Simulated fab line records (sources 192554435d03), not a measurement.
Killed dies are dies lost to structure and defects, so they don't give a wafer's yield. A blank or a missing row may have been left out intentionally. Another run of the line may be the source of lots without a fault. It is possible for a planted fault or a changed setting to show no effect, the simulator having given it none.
Matching of chambers    flow n5-finfet    N5_BEOL_M0_SAQP_PECVD_96 on pecvd-03 has 3 sister chambers
The step deposits a-Si from SiH4/He, target thk 45 nm, time 45.2 s. 6 wafers are shown with their chamber, then 12 later ones without.

== WAFERS PAIRED WITH THEIR CHAMBERS ==
wafer   chamber  throttle-valve-pct (%)  showerhead-plenum-p-Torr (Torr)
L087.1  1        17.9                    5.71
L087.4  1        18.2                    5.73
L089.6  2        16.0                    5.68
L090.1  2        16.1                    5.69
L090.3  0        18.3                    5.59
L090.6  0        18.3                    5.61

== WAFERS WITH NO CHAMBER GIVEN ==
wafer   throttle-valve-pct (%)  showerhead-plenum-p-Torr (Torr)
L091.2  18.2                    5.70
L091.4  18.5                    5.60
L091.5  16.4                    5.69
L095.3  18.2                    5.63
L095.5  18.1                    5.59
L095.6  15.9                    5.70
L096.1  18.0                    5.60
L096.4  16.3                    5.67
L096.5  18.3                    5.61
L097.3  18.5                    5.61
L097.4  18.0                    5.61
L097.5  16.0                    5.70

== WHICH CHAMBER EACH WENT THROUGH ==
wafer   from the rows above  in truth
L091.2  1                    1
L091.4  0                    0
L091.5  2                    2
L095.3  0                    0
L095.5  0                    0
L095.6  2                    2
L096.1  0                    0
L096.4  2                    2
L096.5  0                    0
L097.3  0                    0
L097.4  0                    0
L097.5  2                    2
12 of 12 placed correctly. Can't be placed from these rows: 0. Wrongly placed: 0.
How it was worked out, from the rows above alone: a wafer's distance from a chamber is the root of the sum, over the readings, of the square of ((its reading less the chamber's mean) divided by the reading's scatter). The wafer belongs to the nearest chamber; if the next one is less than 2 further off, it can't be placed. For every chamber, the mean is computed from those of its wafers that are shown. How the scatter is found: for the shown wafers, subtract from each reading the mean of its chamber, square and add these, divide the total by (wafers less chambers), then take the root.
